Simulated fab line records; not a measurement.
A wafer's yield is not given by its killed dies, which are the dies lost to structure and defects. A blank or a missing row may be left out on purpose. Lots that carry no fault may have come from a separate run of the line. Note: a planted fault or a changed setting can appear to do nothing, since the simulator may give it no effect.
A lot that was struck, set against a sound lot :: flow nand_harc :: 17 steps out of a route of 1302
Sound: these wafers, L369.1, L369.4, L369.5. Wafers L376.1, L376.2, L376.3 were the ones struck. At the end, the cause is stated.
Each step with rows lists, per side, the tool, then ch with its chambers, then its first start. Under that, the readings that differ: sound wafers :: struck wafers :: difference of the means :: sigmas: that difference in standard deviations of wafers without a fault.
alike: a reading whose means differ by less than 2 such deviations, as well as words and numbers matching on both sides. not compared: withheld readings; readings where some wafer has no value; bounds like >300 that might hide an equal value; numbers whose values overlap and for which the record gives no deviation.
Wherever a step has rows on one side only, a row that says differs or no value, or a row with sigmas, the two part there. Numbers that have no deviation but don't overlap get no sigmas and don't part them. A reading that every wafer of one side lacks parts them only if that side has two wafers or more.

NHARC_P_GATE_CD_MEAS_46 targets a cd of 720 nm.
  sound on cd_sem-01 ch 0, day 5 21:37; struck on cd_sem-02 ch 0, day 8 20:30
  alike: cd_nm
then, 1 step without rows for these wafers: NHARC_P_GATE_HARDBAKE_47 (time 80 s).
NHARC_P_GATE_DESCUM_48: chemistry O2, time 3 s.
  sound on rie_diel-10 ch 1,3, day 5 21:47; struck on rie_diel-13 ch 0,2,3, day 8 20:40
  alike: drypump_motor_current_A, oes_product_au, rf_vpp_V, showerhead_plenum_p_Torr, throttle_valve_pct
  not compared: rf_hours_counter_h
then, 1 step without rows for these wafers: NHARC_P_GATE_IMPLANT_49.
NHARC_P_GATE_STRIP_111: strips in N2/H2, time 250 s.
  sound on plasma_asher-02 ch 0,1, day 5 22:12; struck on plasma_asher-01 ch 0,1, day 8 21:01
reading: heater_power_w (W)
sound: 79 80 80
struck: 107 94 104
difference: +22
sigmas: +2
  alike: drypump_motor_current_A, rf_refl_power_W, temp_c
  not compared: rf_hours_counter_h
NHARC_P_GATE_STRIP_75: strips in O2.
  sound on plasma_asher-02 ch 0,1, day 5 22:28; struck on plasma_asher-01 ch 0,1, day 8 21:19
reading: heater_power_w (W)
sound: 285 299 297
struck: 382 344 395
difference: +80
sigmas: +2
  alike: drypump_motor_current_A, rf_refl_power_W, temp_c
  not compared: rf_hours_counter_h
then, 6 steps without rows for these wafers: NHARC_P_GATE_STRIP_50 (strips in SPM, time 900 s); NHARC_P_GATE_DEHYDRATE_51 (time 120 s); NHARC_P_GATE_HMDS_52 (time 30 s); NHARC_P_GATE_COAT_53; NHARC_P_GATE_SOFTBAKE_54 (time 95 s); NHARC_P_GATE_EBR_55.
NHARC_P_GATE_EXPOSE_56: exposes mask P PSD, target cd 720 nm.
  sound on krf_scanner-01 ch 0, day 5 23:06; struck on krf_scanner-02 ch 0, day 8 21:58
reading: mask
sound: P_PSD#0 P_PSD#0 P_PSD#0
struck: P_HVN#0 P_HVN#0 P_HVN#0
difference: differs
sigmas: 
  alike: exposure_dose_mJ_cm2, stage_vel_mm_s
then, 2 steps without rows for these wafers: NHARC_P_GATE_PEB_57 (peb time 85 s); NHARC_P_GATE_DEVELOP_58 (time 70 s).
NHARC_P_GATE_CD_MEAS_59 targets a cd of 720 nm.
  sound on cd_sem-02 ch 0, day 5 23:15; struck on cd_sem-03 ch 0, day 8 22:07
reading: cd_nm (nm)
sound: 718.5 717.9 717.4
struck: - - -
difference: no value on the struck wafers
sigmas: 
then, 1 step without rows for these wafers: NHARC_P_GATE_HARDBAKE_60 (time 80 s).

== WHERE THEY PART ==
Last at NHARC_P_GATE_CD_MEAS_59 as far as this record goes, first at NHARC_P_GATE_STRIP_111.

WHY: what the simulator had put in
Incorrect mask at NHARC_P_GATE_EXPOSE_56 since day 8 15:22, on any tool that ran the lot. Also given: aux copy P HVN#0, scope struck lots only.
